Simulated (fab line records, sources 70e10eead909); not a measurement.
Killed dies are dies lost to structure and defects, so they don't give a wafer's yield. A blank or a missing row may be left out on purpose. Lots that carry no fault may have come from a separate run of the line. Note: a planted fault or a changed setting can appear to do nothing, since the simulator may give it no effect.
A struck lot beside a sound one || flow nand harc || 16 steps out of a route of 1302
Sound: these wafers, L101.3, L101.5, L101.6. Wafers struck: L990.2, L990.3, L990.4. At the end, the cause is stated.
Per side, at each step with rows, come the tool, then ch with its chambers, and then its first start. Under that, the readings that differ: sound wafers || struck wafers || difference of the means || sigmas: that difference in standard deviations of wafers without a fault.
alike: readings with means less than 2 such deviations apart, plus words and numbers identical on both sides. not compared: withheld readings, readings lacking a value on some wafer, bounds such as >300 that could conceal the same value, and numbers that have no deviation in the record and whose values overlap.
The two part at a step that has a row with sigmas, a row that says differs or no value, or rows on one side only. Numbers that have no deviation but don't overlap get no sigmas and don't part them. Lack of a reading on every wafer of one side parts them only where that side has two or more wafers.

NHARC_A_ONON_D2_THK_MEAS_02: measures by ellipsometry.
  struck on film metro-02, day 13 21:19; sound on film metro-01, day 18 09:25
  alike: thk nm
following that, 1 step holds no rows for these wafers, namely NHARC_A_ONON_D2_DEP_03 (target thickness 1000 nm).
NHARC_A_ONON_D2_THK_MEAS_05: measures by ellipsometry.
  struck on film metro-02, day 13 21:53; sound on film metro-02, day 18 09:59
{"reading": "thk nm (nm)", "sound": "1014 1012 1012", "struck": "990 991 994", "difference": -21, "sigmas": -2}
following that, 1 step holds no rows for these wafers, namely NHARC_A_ONON_D2_DEP_06 (target thickness 1000 nm).
NHARC_A_ONON_D2_THK_MEAS_08: measures by ellipsometry.
  struck on film metro-02, day 13 22:28; sound on film metro-01, day 18 10:33
  alike: thk nm
following that, 1 step holds no rows for these wafers, namely NHARC_A_ONON_D2_DEP_09 (target thickness 1000 nm).
NHARC_A_ONON_D2_THK_MEAS_11: measures by ellipsometry.
  struck on film metro-02, day 13 23:01; sound on film metro-01, day 18 11:07
{"reading": "thk nm (nm)", "sound": "1015 1014 1013", "struck": "992 992 992", "difference": -22, "sigmas": -2}
following that, 1 step holds no rows for these wafers, namely NHARC_A_ONON_D2_DEP_12 (target thickness 1000 nm).
NHARC_A_ONON_D2_THK_MEAS_14: measures by ellipsometry.
  struck on film metro-01, day 13 23:35; sound on film metro-02, day 18 11:41
  alike: thk nm
then, 2 steps without rows for these wafers: NHARC_A_ONON_D2_ANNEAL_15 (time 3600 s); NHARC_A_ONON_D2_DEP_16 (target thk 1000 nm).
NHARC_A_ONON_D2_THK_MEAS_18: measures by ellipsometry.
  struck on film metro-01, day 14 09:59; sound on film metro-01, day 18 19:25
{"reading": "thk nm (nm)", "sound": "1022 1023 1021", "struck": "1004 1002 1003", "difference": -19, "sigmas": -2}
NHARC_A_ONON_D2_DEP_19: target thk 1000 nm.
  sound on pecvd onon-04 ch 0, day 18 19:35; struck on pecvd onon-02 ch 0, day 14 10:06
  alike: nh3 flow sccm
NHARC_A_ONON_D2_THK_MEAS_21: measures by ellipsometry.
  struck on film metro-01, day 14 10:34; sound on film metro-02, day 18 19:58
{"reading": "thk nm (nm)", "sound": "1002 1000 999", "struck": "1488 1489 1488", "difference": "+488", "sigmas": "+57"}
following that, 1 step holds no rows for these wafers, namely NHARC_A_ONON_D2_DEP_22 (target thickness 1000 nm).
-- record jumps: 12 days between struck wafers' starts before vs after; left off in module A_ONON_D2, resumes in module END, first step shown is number 1302 of the route --
NHARC_END_SORT_01:
  here the record holds rows for the struck wafers (prober-01 ch 0, day 26 04:44) but none for the sound ones

== WHERE THEY PART ==
First at NHARC_A_ONON_D2_THK_MEAS_05; last, within this record, at NHARC_END_SORT_01.

WHY: the cause the simulator had injected
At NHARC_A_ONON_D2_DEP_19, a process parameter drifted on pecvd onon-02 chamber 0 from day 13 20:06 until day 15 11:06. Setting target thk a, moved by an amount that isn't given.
